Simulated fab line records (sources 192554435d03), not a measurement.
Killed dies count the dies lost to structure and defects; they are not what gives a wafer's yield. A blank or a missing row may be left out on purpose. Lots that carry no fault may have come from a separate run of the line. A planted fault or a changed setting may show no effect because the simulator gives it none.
Split-lot experiment / flow n5Finfet / on a route of 1938 steps: 7 lots, 39 wafers read

THE SPLIT
At N5_GATE_CUT_DESCUM_18 (chemistry O2, time 7 s), the setting timeS was moved away from the recipe's 7 s on 18 of the 39 wafers read, by -53.0% to +46.6%. For the rest of the wafers, this setting stayed at what the recipe calls for.

BETWEEN THE SPLIT AND THE READING: the file shows 1 step in between
- N5_GATE_CUT_ETCH_28: etches underlayer in N2/H2, target depth 13 nm, time 10.4 s

THE READING
CAR-EUV_of_GATE_CUT_COAT_07.thkNm (the simulator's own value, which no gauge read), in nm, at N5_GATE_CUT_ETCH_36 (etches SiARC in CF4, target depth 13 nm, time 21.7 s). No usual value for it is given in the file. Here, 21 wafers ran the recipe; their average is 6.9 nm with a standard deviation of 0.11 nm.

wafer=L074.1; tool, chamber at the split=rieDiel-06, 0,3,2; timeS as run, s=7; against the recipe=recipe; CAR-EUV_of_GATE_CUT_COAT_07.thkNm, nm=7; against lot-mates on the recipe=-
wafer=L074.3; tool, chamber at the split=rieDiel-06, 0,3,2; timeS as run, s=7; against the recipe=recipe; CAR-EUV_of_GATE_CUT_COAT_07.thkNm, nm=7; against lot-mates on the recipe=-
wafer=L074.4; tool, chamber at the split=rieDiel-06, 0,3,2; timeS as run, s=7; against the recipe=recipe; CAR-EUV_of_GATE_CUT_COAT_07.thkNm, nm=7; against lot-mates on the recipe=-
wafer=L074.2; tool, chamber at the split=rieDiel-06, 1; timeS as run, s=10.26; against the recipe=+46.6%; CAR-EUV_of_GATE_CUT_COAT_07.thkNm, nm=5.6; against lot-mates on the recipe=-1.4
wafer=L074.6; tool, chamber at the split=rieDiel-06, 1; timeS as run, s=10.26; against the recipe=+46.6%; CAR-EUV_of_GATE_CUT_COAT_07.thkNm, nm=5.6; against lot-mates on the recipe=-1.4
wafer=L074.5; tool, chamber at the split=rieDiel-06, 0; timeS as run, s=10.26; against the recipe=+46.6%; CAR-EUV_of_GATE_CUT_COAT_07.thkNm, nm=5.4; against lot-mates on the recipe=-1.6
wafer=L075.1; tool, chamber at the split=rieDiel-06, 0,2; timeS as run, s=3.292; against the recipe=-53.0%; CAR-EUV_of_GATE_CUT_COAT_07.thkNm, nm=8.6; against lot-mates on the recipe=+1.7
wafer=L075.5; tool, chamber at the split=rieDiel-06, 3; timeS as run, s=3.292; against the recipe=-53.0%; CAR-EUV_of_GATE_CUT_COAT_07.thkNm, nm=8.6; against lot-mates on the recipe=+1.7
wafer=L075.2; tool, chamber at the split=rieDiel-06, 1,2; timeS as run, s=7; against the recipe=recipe; CAR-EUV_of_GATE_CUT_COAT_07.thkNm, nm=7; against lot-mates on the recipe=-
wafer=L075.6; tool, chamber at the split=rieDiel-06, 1,2; timeS as run, s=7; against the recipe=recipe; CAR-EUV_of_GATE_CUT_COAT_07.thkNm, nm=7; against lot-mates on the recipe=-
wafer=L075.3; tool, chamber at the split=rieDiel-06, 0,2; timeS as run, s=3.292; against the recipe=-53.0%; CAR-EUV_of_GATE_CUT_COAT_07.thkNm, nm=8.8; against lot-mates on the recipe=+1.9
wafer=L075.4; tool, chamber at the split=rieDiel-06, 3; timeS as run, s=7; against the recipe=recipe; CAR-EUV_of_GATE_CUT_COAT_07.thkNm, nm=6.8; against lot-mates on the recipe=-
wafer=L080.1; tool, chamber at the split=rieDiel-06, 3,0; timeS as run, s=3.826; against the recipe=-45.3%; CAR-EUV_of_GATE_CUT_COAT_07.thkNm, nm=8.4; against lot-mates on the recipe=+1.5
wafer=L080.3; tool, chamber at the split=rieDiel-06, 0; timeS as run, s=3.826; against the recipe=-45.3%; CAR-EUV_of_GATE_CUT_COAT_07.thkNm, nm=8.4; against lot-mates on the recipe=+1.5
wafer=L080.6; tool, chamber at the split=rieDiel-06, 3,0; timeS as run, s=3.826; against the recipe=-45.3%; CAR-EUV_of_GATE_CUT_COAT_07.thkNm, nm=8.4; against lot-mates on the recipe=+1.5
wafer=L080.2; tool, chamber at the split=rieDiel-06, 1; timeS as run, s=7; against the recipe=recipe; CAR-EUV_of_GATE_CUT_COAT_07.thkNm, nm=7; against lot-mates on the recipe=-
wafer=L080.4; tool, chamber at the split=rieDiel-06, 1; timeS as run, s=7; against the recipe=recipe; CAR-EUV_of_GATE_CUT_COAT_07.thkNm, nm=7; against lot-mates on the recipe=-
wafer=L080.5; tool, chamber at the split=rieDiel-06, 3; timeS as run, s=7; against the recipe=recipe; CAR-EUV_of_GATE_CUT_COAT_07.thkNm, nm=6.8; against lot-mates on the recipe=-
wafer=L086.1; tool, chamber at the split=rieDiel-04, 2,3,0; timeS as run, s=5.899; against the recipe=-15.7%; CAR-EUV_of_GATE_CUT_COAT_07.thkNm, nm=7.4; against lot-mates on the recipe=+0.5
wafer=L086.3; tool, chamber at the split=rieDiel-04, 2,3,0; timeS as run, s=5.899; against the recipe=-15.7%; CAR-EUV_of_GATE_CUT_COAT_07.thkNm, nm=7.4; against lot-mates on the recipe=+0.5
wafer=L086.4; tool, chamber at the split=rieDiel-04, 2,3,0; timeS as run, s=5.899; against the recipe=-15.7%; CAR-EUV_of_GATE_CUT_COAT_07.thkNm, nm=7.4; against lot-mates on the recipe=+0.5
wafer=L086.2; tool, chamber at the split=rieDiel-04, 1,2,1; timeS as run, s=7; against the recipe=recipe; CAR-EUV_of_GATE_CUT_COAT_07.thkNm, nm=7; against lot-mates on the recipe=-
wafer=L086.6; tool, chamber at the split=rieDiel-04, 1,2,1; timeS as run, s=7; against the recipe=recipe; CAR-EUV_of_GATE_CUT_COAT_07.thkNm, nm=7; against lot-mates on the recipe=-
wafer=L086.5; tool, chamber at the split=rieDiel-04, 1,2,1; timeS as run, s=7; against the recipe=recipe; CAR-EUV_of_GATE_CUT_COAT_07.thkNm, nm=6.8; against lot-mates on the recipe=-
wafer=L091.1; tool, chamber at the split=rieDiel-06, 3,2; timeS as run, s=7; against the recipe=recipe; CAR-EUV_of_GATE_CUT_COAT_07.thkNm, nm=7; against lot-mates on the recipe=-
wafer=L091.3; tool, chamber at the split=rieDiel-06, 3,2; timeS as run, s=7; against the recipe=recipe; CAR-EUV_of_GATE_CUT_COAT_07.thkNm, nm=7; against lot-mates on the recipe=-
wafer=L091.4; tool, chamber at the split=rieDiel-06, 0; timeS as run, s=7; against the recipe=recipe; CAR-EUV_of_GATE_CUT_COAT_07.thkNm, nm=7; against lot-mates on the recipe=-
wafer=L091.2; tool, chamber at the split=rieDiel-06, 0,3,2; timeS as run, s=4.743; against the recipe=-32.2%; CAR-EUV_of_GATE_CUT_COAT_07.thkNm, nm=8; against lot-mates on the recipe=+1.0
wafer=L091.5; tool, chamber at the split=rieDiel-06, 0,3,2; timeS as run, s=4.743; against the recipe=-32.2%; CAR-EUV_of_GATE_CUT_COAT_07.thkNm, nm=8; against lot-mates on the recipe=+1.0
wafer=L091.6; tool, chamber at the split=rieDiel-06, 0,3,2; timeS as run, s=4.743; against the recipe=-32.2%; CAR-EUV_of_GATE_CUT_COAT_07.thkNm, nm=8.2; against lot-mates on the recipe=+1.2
wafer=L095.1; tool, chamber at the split=rieDiel-04, 3,3,2; timeS as run, s=7; against the recipe=recipe; CAR-EUV_of_GATE_CUT_COAT_07.thkNm, nm=7; against lot-mates on the recipe=-
wafer=L095.5; tool, chamber at the split=rieDiel-04, 3,3,2; timeS as run, s=7; against the recipe=recipe; CAR-EUV_of_GATE_CUT_COAT_07.thkNm, nm=7; against lot-mates on the recipe=-
wafer=L095.6; tool, chamber at the split=rieDiel-04, 3,3,2; timeS as run, s=7; against the recipe=recipe; CAR-EUV_of_GATE_CUT_COAT_07.thkNm, nm=7; against lot-mates on the recipe=-
wafer=L097.1; tool, chamber at the split=rieDiel-04, 0,1,3; timeS as run, s=7; against the recipe=recipe; CAR-EUV_of_GATE_CUT_COAT_07.thkNm, nm=6.6; against lot-mates on the recipe=-
wafer=L097.2; tool, chamber at the split=rieDiel-04, 2,0; timeS as run, s=10.1; against the recipe=+44.3%; CAR-EUV_of_GATE_CUT_COAT_07.thkNm, nm=5.4; against lot-mates on the recipe=-1.4
wafer=L097.5; tool, chamber at the split=rieDiel-04, 3; timeS as run, s=10.1; against the recipe=+44.3%; CAR-EUV_of_GATE_CUT_COAT_07.thkNm, nm=5.4; against lot-mates on the recipe=-1.4
wafer=L097.3; tool, chamber at the split=rieDiel-04, 0,1,3; timeS as run, s=7; against the recipe=recipe; CAR-EUV_of_GATE_CUT_COAT_07.thkNm, nm=7; against lot-mates on the recipe=-
wafer=L097.4; tool, chamber at the split=rieDiel-04, 0,1,3; timeS as run, s=7; against the recipe=recipe; CAR-EUV_of_GATE_CUT_COAT_07.thkNm, nm=6.8; against lot-mates on the recipe=-
wafer=L097.6; tool, chamber at the split=rieDiel-04, 2,0; timeS as run, s=10.1; against the recipe=+44.3%; CAR-EUV_of_GATE_CUT_COAT_07.thkNm, nm=5.2; against lot-mates on the recipe=-1.6
Where a row lists several chambers, the file gives one row for several wafers and doesn't say which wafer went through which chamber.

FIT RESULTS
A straight line over all 39 wafers: CAR-EUV_of_GATE_CUT_COAT_07.thkNm changes by -0.0329 nm for each +1% of timeS; r = -0.99; the points scatter about the line by 0.12 nm.
The same after taking each lot's own level away (the mean of its wafers on the recipe; 39 wafers): -0.0324 nm for each +1%; r = -1.00; scatter 0.087 nm.
On that fit, the largest move of timeS shifts the reading by 1.7 nm.
The span of the lots' own levels, 6.80 to 7.00 nm, comes to 1.8 times the standard deviation stated above.
So the lot-to-lot level changes the slope little: the two slopes agree.
Check: +1.72 nm against its lot-mates is what the line predicts for one of the wafers moved furthest among these (-53.0%) when that wafer is left out of the fit. It came out at +1.67 nm against them.

FURTHER SPLITS ON THESE WAFERS
Before the reading, these wafers also passed through other splits. Each is held against what the fit with the lots' levels taken away leaves over:
other split on the same wafers=N5_SD_EPI_N_DEVELOP_08 developTimeS; wafers away from the commonest value=12; r with CAR-EUV_of_GATE_CUT_COAT_07.thkNm (lot level and that fit taken away)=+0.15

THE WHOLE CHAIN: every reading that the file lists as answering this split, in the file's order
step=N5_GATE_CUT_DESCUM_18; what it does=chemistry O2, time 7 s; reading=CAR-EUV_of_GATE_CUT_COAT_07.thkNm (the simulator's own value, which no gauge read); change (the file's fit)=-0.0333 nm for each +1% of the setting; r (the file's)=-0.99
step=N5_GATE_CUT_ETCH_28; what it does=etches underlayer in N2/H2, target depth 13 nm, time 10.4 s; reading=CAR-EUV_of_GATE_CUT_COAT_07.thkNm (the simulator's own value, which no gauge read); change (the file's fit)=-0.0339 nm for each +1% of the setting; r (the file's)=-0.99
step=N5_GATE_CUT_ETCH_36; what it does=etches SiARC in CF4, target depth 13 nm, time 21.7 s; reading=CAR-EUV_of_GATE_CUT_COAT_07.thkNm (the simulator's own value, which no gauge read); change (the file's fit)=-0.0324 nm for each +1% of the setting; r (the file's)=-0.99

THE FILE'S OWN FIT
CAR-EUV_of_GATE_CUT_COAT_07.thkNm changes by -0.0324 nm for each +1% of timeS, r = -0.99.
